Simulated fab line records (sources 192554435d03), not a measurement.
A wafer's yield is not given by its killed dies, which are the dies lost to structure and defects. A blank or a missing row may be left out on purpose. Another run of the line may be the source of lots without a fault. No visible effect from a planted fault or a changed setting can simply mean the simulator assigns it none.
A single fault, viewed from 3 desks + flow n5 finfet + every desk sees just its own numbers, and what lay behind them comes last

## TOOL OWNER'S DESK, rie diel-03
The tool's own readings at N5_PASSIVATION_ETCH_54 (etches SiO2 in CHF3/O2, target depth 880 nm, time 440 s): means of the sampled wafers that have a number, for each lot that ran on this tool. A lot is out of limits, marked OUT, if its mean lies more than 4 standard deviations from the usual mean; the brackets give that distance.
Columns: A = drypump motor current A at N5_PASSIVATION_ETCH_54, usual 5.9 A; B = oes_f_703_au at N5_PASSIVATION_ETCH_54, usual 0.83 a.u.; C = oes product au at N5_PASSIVATION_ETCH_54, usual 0.83 a.u.; D = rf fwd power W at N5_PASSIVATION_ETCH_54, usual 649.5 W; E = rf vpp V at N5_PASSIVATION_ETCH_54, usual 524 V; F = showerhead plenum p Torr at N5_PASSIVATION_ETCH_54, usual 2.45 Torr; G = throttle valve pct at N5_PASSIVATION_ETCH_54, usual 18.71 %
| lot  | first seen here | A   | B    | C    | D               | E             | F    | G     |
|------|-----------------|-----|------|------|-----------------|---------------|------|-------|
| L734 | day 14 03:47    | 5.6 | 0.86 | 0.87 | 648.5           | 522           | 2.48 | 18.61 |
| L746 | day 16 21:01    | 6.0 | 1.03 | 0.83 | 805.5 (+82) OUT | 468 (-10) OUT | 2.50 | 18.72 |
| L747 | day 18 03:01    | 5.7 | 1.04 | 0.82 | 806.9 (+83) OUT | 468 (-10) OUT | 2.50 | 18.68 |
This desk's verdict: out of limits on L746, L747, starting with L746 at day 16 21:01 (rf fwd power W at N5_PASSIVATION_ETCH_54). L734: within limits.

## THE DEFECT DESK
Per lot, the means of the sampled wafers with a number show what the inspections along the route counted. A lot is out of limits, marked OUT, if its mean lies more than 4 standard deviations from the usual mean; the brackets give that distance.
Columns: A = raw defect count at N5_PASSIVATION_INSPECT_67, usual 2.0
| lot  | first seen here | A   |
|------|-----------------|-----|
| L734 | day 14 03:21    | 3.0 |
| L735 | day 14 03:56    | 2.3 |
| L746 | day 16 20:43    | 0.7 |
| L749 | day 17 19:46    | 2.3 |
| L747 | day 18 02:44    | 1.3 |
| L750 | day 18 03:43    | 1.3 |
Finding of this desk: none of the 6 lots has anything out of limits.

## METROLOGY DESK
Lot by lot, what the gauges showed, no matter which tool ran the lot: averages of those sampled wafers that carry a number. A lot is out of limits, marked OUT, if its mean lies more than 4 standard deviations from the usual mean; the brackets give that distance.
Columns: A = cd nm at N5_PASSIVATION_CD_MEAS_44, usual 40000 nm; B = PASS_OPEN_OVL at N5_PASSIVATION_OVL_MEAS_66, usual 0 nm
| lot  | first seen here | A     | B  |
|------|-----------------|-------|----|
| L734 | day 14 03:18    | 40001 | -3 |
| L735 | day 14 03:53    | 39999 | 5  |
| L746 | day 16 20:40    | 40002 | 5  |
| L749 | day 17 19:43    | 39995 | -3 |
| L747 | day 18 02:40    | 40001 | 1  |
| L750 | day 18 03:40    | 39995 | -3 |
Finding of this desk: none of the 6 lots has anything out of limits.

## ALL TOGETHER
An alarm could have come from the tool owner's desk at day 16 21:01, on L746, L747.
Nothing the defect desk looked at was out of limits.
From the metrology desk's view, nothing was out of limits.
The defect desk has L746, L747 on record, within its limits.
The metrology desk holds a record of L746, L747, inside its limits.
On rie diel-03, each named lot ran N5_PASSIVATION_ETCH_54.

## WHAT THE SIMULATOR HAD INSERTED
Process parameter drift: rie diel-03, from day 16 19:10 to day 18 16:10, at N5_PASSIVATION_ETCH_54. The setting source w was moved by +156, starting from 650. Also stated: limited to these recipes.
Lots struck among those shown: L746, L747.
How many hours passed from the start of the fault until each desk's first out-of-limits reading: the tool owner's desk, 2.
